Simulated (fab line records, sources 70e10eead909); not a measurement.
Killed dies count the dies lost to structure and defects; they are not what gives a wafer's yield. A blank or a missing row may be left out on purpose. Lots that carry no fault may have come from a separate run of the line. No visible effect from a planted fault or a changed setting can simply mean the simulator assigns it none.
A lot that was struck, set against a sound lot + flow nand-harc + 32 steps out of a route of 1159
Sound: wafers L908.1, L908.5, L908.6. Struck: wafers L921.1, L921.3, L921.6. The cause comes at the end.
At each step with rows: each side's tool, then ch and its chambers, then its first start. Under that, the readings that differ: sound wafers + struck wafers + difference of the means + sigmas: that difference in standard deviations of wafers without a fault.
alike: a reading whose means differ by less than 2 such deviations, as well as words and numbers matching on both sides. not compared: withheld readings; readings where some wafer has no value; bounds like >300 that might hide an equal value; numbers whose values overlap and for which the record gives no deviation.
The two part at a step that has a row with sigmas, a row that says differs or no value, or rows on one side only. Numbers that have no deviation but don't overlap get no sigmas and don't part them. A reading that every wafer of one side lacks parts them only if that side has two wafers or more.

first, 9 steps without rows for these wafers: NHARC_A_CHANNEL_HOLE_D1_COAT_37 (time 65 s); NHARC_A_CHANNEL_HOLE_D1_COAT_04 (resist thk 90 nm); NHARC_A_CHANNEL_HOLE_D1_SOFTBAKE_05 (time 55 s); NHARC_A_CHANNEL_HOLE_D1_EBR_06; NHARC_A_CHANNEL_HOLE_D1_EXPOSE_07 (exposes mask HOLE D1, target cd 100 nm); NHARC_A_CHANNEL_HOLE_D1_PEB_08 (peb time 65 s); NHARC_A_CHANNEL_HOLE_D1_DEVELOP_09 (develop time 35 s); NHARC_A_CHANNEL_HOLE_D1_DESCUM_15 (chemistry O2, time 3 s); NHARC_A_CHANNEL_HOLE_D1_ETCH_38 (etches the open film in CF4, target depth 39 nm, time 65 s).
NHARC_A_CHANNEL_HOLE_D1_ETCH_39: etches the open film in N2/H2, target depth 260 nm, time 325 s.
  sound on rie-diel-02 ch 1,2,3, day 8 23:22; struck on rie-diel-02 ch 1,2,3, day 11 21:46
  alike: drypump-motor-current-A, n2-flow-sccm, oes-product-au, rf-vpp-V, showerhead-plenum-p-Torr, throttle-valve-pct
  not compared: rf-hours-counter-h
then, 19 steps without rows for these wafers: NHARC_A_CHANNEL_HOLE_D1_ETCH_34 (etches the open film in CF4/CHF3, target depth 154 nm, time 77 s); NHARC_A_CHANNEL_HOLE_D1_ETCH_16 (etches the open film in O2/COS, target depth 3100 nm, time 806 s); NHARC_A_CHANNEL_HOLE_D1_ETCH_19 (etches the open film in C4F8/O2/Ar, time 34.5 s); NHARC_A_CHANNEL_HOLE_D1_ETCH_20 (etches the open film in C4F8/O2/Ar, time 361.9 s, target depth 1600 nm); NHARC_A_CHANNEL_HOLE_D1_ETCH_21 (etches the open film in C4F8/O2/Ar, time 514.3 s, target depth 1600 nm); NHARC_A_CHANNEL_HOLE_D1_ETCH_22 (etches the open film in C4F8/O2/Ar, time 666.7 s, target depth 1600 nm); NHARC_A_CHANNEL_HOLE_D1_ETCH_23 (etches the open film in C4F8/O2/Ar, time 819 s, target depth 1600 nm); NHARC_A_CHANNEL_HOLE_D1_ETCH_24 (etches the open film in C4F8/O2/Ar, time 906.2 s, target depth 1500 nm); NHARC_A_CHANNEL_HOLE_D1_ETCH_25 (etches the open film in C4F8/O2/Ar, time 1040.2 s, target depth 1500 nm); NHARC_A_CHANNEL_HOLE_D1_ETCH_26 (etches the open film in C4F8/O2/Ar, time 224.1 s, target depth 300 nm); NHARC_A_CHANNEL_HOLE_D1_ETCH_33 (etches the open film in C4F8/O2/Ar, time 90 s, target depth 400 nm); NHARC_A_CHANNEL_HOLE_D1_STRIP_41 (strips in N2/H2); NHARC_A_CHANNEL_HOLE_D1_STRIP_42 (strips in CF4/CHF3); NHARC_A_CHANNEL_HOLE_D1_STRIP_43 (strips in O2/COS); NHARC_A_CHANNEL_HOLE_D1_ETCH_44 (etches the open film in CF4/O2, target depth 140 nm, overetch 14 nm, time 77 s); NHARC_A_CHANNEL_HOLE_D1_STRIP_27 (strips in O2); NHARC_A_CHANNEL_HOLE_D1_PRECLEAN_28 (cleans in SC1); NHARC_A_CHANNEL_HOLE_D1_SRD_29; NHARC_A_CHANNEL_HOLE_D1_XSEM_31.
NHARC_A_CHANNEL_HOLE_D1_INSPECT_40:
  sound on defect-inspect-01 at day 9 06:02; struck on defect-inspect-02 at day 12 04:29
| reading          | sound    | struck      | difference | sigmas |
|------------------|----------|-------------|------------|--------|
| raw-defect-count | 60 57 59 | 665 673 706 | +623       | +37    |
then, 1 step without rows for these wafers: NHARC_A_CHANNEL_FILL_D1_PRECLEAN_00 (cleans in SC1).
-- the record jumps here: 10 days lie between the struck wafers' starts before and after (it left off in module A_CHANNEL_FILL_D1 and takes up again in module END, whose first step shown is number 1159 of the route) --
NHARC_END_SORT_01:
  at this point the record logs the struck wafers (prober-02 ch 0, day 22 11:22) and has no rows for the sound ones

## WHERE THEY PART
Last at NHARC_END_SORT_01 as far as this record goes, first at NHARC_A_CHANNEL_HOLE_D1_INSPECT_40.

WHY: what the simulator had put in
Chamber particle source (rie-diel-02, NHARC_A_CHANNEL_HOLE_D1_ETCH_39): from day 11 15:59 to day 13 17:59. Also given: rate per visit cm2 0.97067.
